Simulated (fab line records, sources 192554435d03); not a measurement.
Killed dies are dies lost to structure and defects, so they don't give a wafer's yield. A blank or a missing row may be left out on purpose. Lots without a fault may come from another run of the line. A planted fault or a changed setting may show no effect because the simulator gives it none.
Chamber matching | flow n5_finfet | N5_ILD0_CMP_07 on cmp-02: 4 sister chambers
The step polishes SiO2 flowable, stops on poly-Si, t overpolish 1.18 s, target thk 138.88 nm. 4 wafers are shown with their chamber, then 11 later ones without.

WAFERS WITH THEIR CHAMBER
wafer  | chamber | motor_current_A (A)
L088.3 | 3       | 13.0
L089.1 | 0       | 10.7
L089.6 | 1       | 14.5
L091.3 | 2       | 11.2

WAFERS WITHOUT THEIR CHAMBER
wafer  | motor_current_A (A)
L091.4 | 13.2
L091.6 | 12.9
L092.1 | 11.7
L092.3 | 13.2
L092.6 | 13.1
L095.2 | 11.0
L095.3 | 10.9
L095.6 | 11.0
L097.3 | 10.5
L097.4 | 14.2
L097.6 | 13.8

WHICH CHAMBER EACH WENT THROUGH
wafer  | from the rows above     | in truth
L091.4 | 3                       | 3
L091.6 | 3                       | 3
L092.1 | can't be placed: 2 or 0 | 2
L092.3 | 3                       | 3
L092.6 | 3                       | 3
L095.2 | can't be placed: 2 or 0 | 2
L095.3 | can't be placed: 0 or 2 | 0
L095.6 | can't be placed: 2 or 0 | 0
L097.3 | can't be placed: 0 or 2 | 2
L097.4 | 1                       | 1
L097.6 | can't be placed: 1 or 3 | 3
Placed correctly: 5 of 11. Can't be placed from these rows: 6 (the true chamber is among the candidates in 6). Placed wrongly: 0.
How it was worked out, from the rows above alone: a wafer's distance from a chamber is the root of the sum, over the readings, of the square of ((its reading less the chamber's mean) divided by the reading's scatter). The wafer belongs to the nearest chamber; if the next one is less than 2 further off, it can't be placed. A chamber's mean is the mean of its shown wafers. The scatter: with one shown wafer a chamber, the root of the mean of the squares of how far each hidden wafer lies from its nearest shown one.
